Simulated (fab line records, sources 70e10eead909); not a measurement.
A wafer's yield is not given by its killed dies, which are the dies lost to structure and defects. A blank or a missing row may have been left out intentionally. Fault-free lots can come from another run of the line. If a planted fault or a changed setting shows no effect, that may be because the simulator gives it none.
Matching of chambers || flow nand-harc || NHARC_A_STAIRCASE_ALD_420 on ald-hk-02 has 4 sister chambers
The step deposits SiO2, target thk 20 nm, pulse time 6 s, ald cycles 200. 8 wafers are shown with their chamber, then 11 later ones without.

== WAFERS WITH THEIR CHAMBER ==
{"wafer": "L082.6", "chamber": 3, "heater-power-w (W)": 467, "precursor-pulse-height-rel": 0.990}
{"wafer": "L086.3", "chamber": 2, "heater-power-w (W)": 458, "precursor-pulse-height-rel": 0.982}
{"wafer": "L086.4", "chamber": 1, "heater-power-w (W)": 431, "precursor-pulse-height-rel": 0.990}
{"wafer": "L086.6", "chamber": 2, "heater-power-w (W)": 454, "precursor-pulse-height-rel": 1.000}
{"wafer": "L086.1", "chamber": 3, "heater-power-w (W)": 466, "precursor-pulse-height-rel": 1.018}
{"wafer": "L086.2", "chamber": 0, "heater-power-w (W)": 513, "precursor-pulse-height-rel": 0.966}
{"wafer": "L086.5", "chamber": 1, "heater-power-w (W)": 426, "precursor-pulse-height-rel": 0.993}
{"wafer": "L091.2", "chamber": 0, "heater-power-w (W)": 527, "precursor-pulse-height-rel": 1.001}

== WAFERS WITH NO CHAMBER GIVEN ==
{"wafer": "L091.4", "heater-power-w (W)": 446, "precursor-pulse-height-rel": 0.966}
{"wafer": "L091.6", "heater-power-w (W)": 446, "precursor-pulse-height-rel": 0.994}
{"wafer": "L092.1", "heater-power-w (W)": 420, "precursor-pulse-height-rel": 0.995}
{"wafer": "L092.2", "heater-power-w (W)": 430, "precursor-pulse-height-rel": 0.993}
{"wafer": "L092.4", "heater-power-w (W)": 501, "precursor-pulse-height-rel": 0.976}
{"wafer": "L093.1", "heater-power-w (W)": 515, "precursor-pulse-height-rel": 0.991}
{"wafer": "L093.4", "heater-power-w (W)": 446, "precursor-pulse-height-rel": 1.002}
{"wafer": "L093.6", "heater-power-w (W)": 433, "precursor-pulse-height-rel": 1.031}
{"wafer": "L097.1", "heater-power-w (W)": 412, "precursor-pulse-height-rel": 1.020}
{"wafer": "L097.2", "heater-power-w (W)": 452, "precursor-pulse-height-rel": 1.001}
{"wafer": "L097.5", "heater-power-w (W)": 450, "precursor-pulse-height-rel": 1.010}

== WHICH CHAMBER EACH WENT THROUGH ==
{"wafer": "L091.4", "from the rows above": "can't be placed: 2 or 1", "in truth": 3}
{"wafer": "L091.6", "from the rows above": "can't be placed: 2 or 1 or 3", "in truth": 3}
{"wafer": "L092.1", "from the rows above": 1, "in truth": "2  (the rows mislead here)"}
{"wafer": "L092.2", "from the rows above": 1, "in truth": 1}
{"wafer": "L092.4", "from the rows above": 0, "in truth": 0}
{"wafer": "L093.1", "from the rows above": 0, "in truth": 0}
{"wafer": "L093.4", "from the rows above": "can't be placed: 2 or 1 or 3", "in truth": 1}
{"wafer": "L093.6", "from the rows above": 1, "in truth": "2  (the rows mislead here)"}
{"wafer": "L097.1", "from the rows above": 1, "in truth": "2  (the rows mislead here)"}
{"wafer": "L097.2", "from the rows above": "can't be placed: 2 or 3", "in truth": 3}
{"wafer": "L097.5", "from the rows above": "can't be placed: 2 or 3", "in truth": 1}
Correctly placed: 3 of 11. Cannot be placed on the basis of these rows: 5; the candidates contain the true chamber in 3. Placed wrongly: 3.
How it was worked out, from the rows above alone: a wafer's distance from a chamber is the root of the sum, over the readings, of the square of ((its reading less the chamber's mean) divided by the reading's scatter). The wafer belongs to the nearest chamber; if the next one is less than 2 further off, it can't be placed. For every chamber, the mean is computed from those of its wafers that are shown. The scatter: take each reading less its chamber's mean, square it, sum over the shown wafers, divide by the number of wafers less the number of chambers, and take the root.
